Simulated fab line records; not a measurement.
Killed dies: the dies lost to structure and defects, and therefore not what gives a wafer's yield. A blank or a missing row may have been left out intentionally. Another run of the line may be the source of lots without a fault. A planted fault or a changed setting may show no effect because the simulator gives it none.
The tool behind it: which one?	flow n5 finfet	21 lots, 63 wafers sampled, at 2 steps of a route of 1938

== WHAT EACH GAUGE READ, for each wafer ==
N5_BEOL_M7_THK_MEAS_53: measures by xrf. Usual: for M7_THK the level is 79.5 nm and the standard deviation is 2.2.
lot	measured	on	M7_THK (nm)	flag
L074	day 9 04:34	film metro-01	78.6 79.2 78.3	
L075	day 10 02:40	film metro-01	79.7 79.7 78.8	
L076	day 10 07:55	film metro-02	80.4 82.0 80.7	
L077	day 10 15:38	film metro-01	80.8 79.4 75.8	
L079	day 11 05:28	film metro-02	83.0 78.6 82.2	
L081	day 11 18:01	film metro-02	80.0 83.2 80.1	
L083	day 11 18:59	film metro-02	81.1 81.2 76.8	
L084	day 12 01:27	film metro-02	76.2 77.6 75.1	
L085	day 12 11:36	film metro-01	76.4 79.7 76.6	
L086	day 12 12:05	film metro-02	79.7 81.3 80.8	
L088	day 13 09:35	film metro-02	80.2 78.7 77.2	
L087	day 13 19:45	film metro-01	83.0 78.7 81.3	
L089	day 13 20:09	film metro-01	77.1 79.1 74.6	
L091	day 14 01:42	film metro-02	80.4 82.6 84.6	
L090	day 14 02:15	film metro-01	79.5 80.4 76.5	
L092	day 14 22:44	film metro-02	81.4 83.2 81.3	
L095	day 15 04:10	film metro-01	79.9 80.6 79.4	
L094	day 15 04:26	film metro-01	80.5 80.8 79.9	
L093	day 15 04:50	film metro-02	79.8 79.8 81.6	
L096	day 15 07:14	film metro-02	80.4 80.3 79.3	
L097	day 16 09:51	film metro-02	80.7 79.2 80.5	

== EACH LOT AND THE TOOL THAT RAN IT (in order: tool; ch and the chambers of the sampled wafers; start) ==
lot	N5_BEOL_M7_ETCH_65
L074	rie diel-02 ch 0,2, day 9 00:59
L075	rie diel-02 ch 1,2,3, day 10 00:10
L076	rie diel-01 ch 0,1,2, day 10 04:25
L077	rie diel-02 ch 1,2,3, day 10 12:31
L079	rie diel-04 ch 0,1,3, day 11 01:44
L081	rie diel-01 ch 1,2, day 11 13:23
L083	rie diel-02 ch 1,2,3, day 11 16:19
L084	rie diel-02 ch 0,2,3, day 11 22:32
L085	rie diel-01 ch 0,1,2, day 12 08:51
L086	rie diel-01 ch 2,3, day 12 09:15
L088	rie diel-04 ch 1,2,3, day 13 07:09
L087	rie diel-04 ch 1,2,3, day 13 15:08
L089	rie diel-04 ch 0,3, day 13 15:32
L091	rie diel-02 ch 1,2, day 13 22:08
L090	rie diel-02 ch 1,2,3, day 13 23:52
L092	rie diel-04 ch 1,2,3, day 14 19:44
L095	rie diel-04 ch 1,3, day 15 01:34
L094	rie diel-01 ch 0,2, day 15 01:35
L093	rie diel-02 ch 1,2, day 15 02:04
L096	rie diel-02 ch 1,2, day 15 03:46
L097	rie diel-04 ch 2,3, day 16 06:46
- N5_BEOL_M7_ETCH_65: etches SiARC in CF4, target depth 15.6 nm, time 26 s.

== WHAT THE TOOLS THEMSELVES READ (means of the sampled wafers that have a number; where no wafer has one, the mark that the record gives instead) ==
N5_BEOL_M7_ETCH_65. Usual: drypump motor current A 5.5 A, standard deviation 0.34; etch rf on time s 25.9 s, standard deviation 0.48; oes product au 0.68 a.u., standard deviation 0.073; rf vpp V 184.4 V, standard deviation 1.2; showerhead plenum p Torr 2.16 Torr, standard deviation 0.076; throttle valve pct 15.55 %, standard deviation 0.25.
lot	tool	drypump motor current A (A)	etch rf on time s (s)	oes product au (a.u.)	rf vpp V (V)	showerhead plenum p Torr (Torr)	throttle valve pct (%)	flag
L074	rie diel-02	5.9	26.0	0.63	183.4	2.10	15.63	
L075	rie diel-02	5.9	25.8	0.67	183.7	2.17	15.56	
L076	rie diel-01	5.7	26.0	0.68	184.1	2.13	15.50	
L077	rie diel-02	5.9	25.9	0.66	185.0	2.17	15.57	
L079	rie diel-04	5.1	25.6	0.71	184.2	2.19	15.52	
L081	rie diel-01	5.6	25.7	0.65	183.4	2.11	15.78	
L083	rie diel-02	5.9	26.1	0.66	184.4	2.17	15.58	
L084	rie diel-02	5.9	26.3	0.60	184.5	2.14	15.72	
L085	rie diel-01	5.6	25.5	0.67	184.0	2.12	15.52	
L086	rie diel-01	5.3	25.7	0.73	184.0	2.09	15.25	
L088	rie diel-04	5.3	25.7	0.69	184.1	2.18	15.53	
L087	rie diel-04	5.3	25.7	0.70	185.0	2.18	15.53	
L089	rie diel-04	5.1	25.9	0.70	185.2	2.25	15.40	
L091	rie diel-02	5.8	26.0	0.70	184.3	2.19	15.49	
L090	rie diel-02	5.9	26.6	0.64	184.9	2.16	15.61	
L092	rie diel-04	5.3	25.8	0.69	184.3	2.18	15.56	
L095	rie diel-04	5.2	25.6	0.71	185.0	2.14	15.55	
L094	rie diel-01	5.7	26.0	0.67	184.1	2.14	15.30	
L093	rie diel-02	5.9	26.0	0.65	183.7	2.11	15.58	
L096	rie diel-02	5.9	25.8	0.65	184.5	2.11	15.58	
L097	rie diel-04	5.3	25.8	0.69	185.3	2.24	15.41	

== THE ANSWER, worked out from the rows above alone ==
Rule: a lot counts as off when the mean over its wafers that have a number is more than 3 standard deviations away from the usual mean. A lot without any number at a reading at which 4 lots or more have one is off too. Any other lot the step has rows for is counted as sound. First the gauges in route order, then the tools' own readings, where a lot's mean is used as printed above. The first step at which some lot is off is used, and at that step the reading that is off furthest; a lot without a number counts as furthest.
Nothing can be told from this: no lot is off at any reading shown.

== WHAT THE SIMULATOR HAD INSERTED ==
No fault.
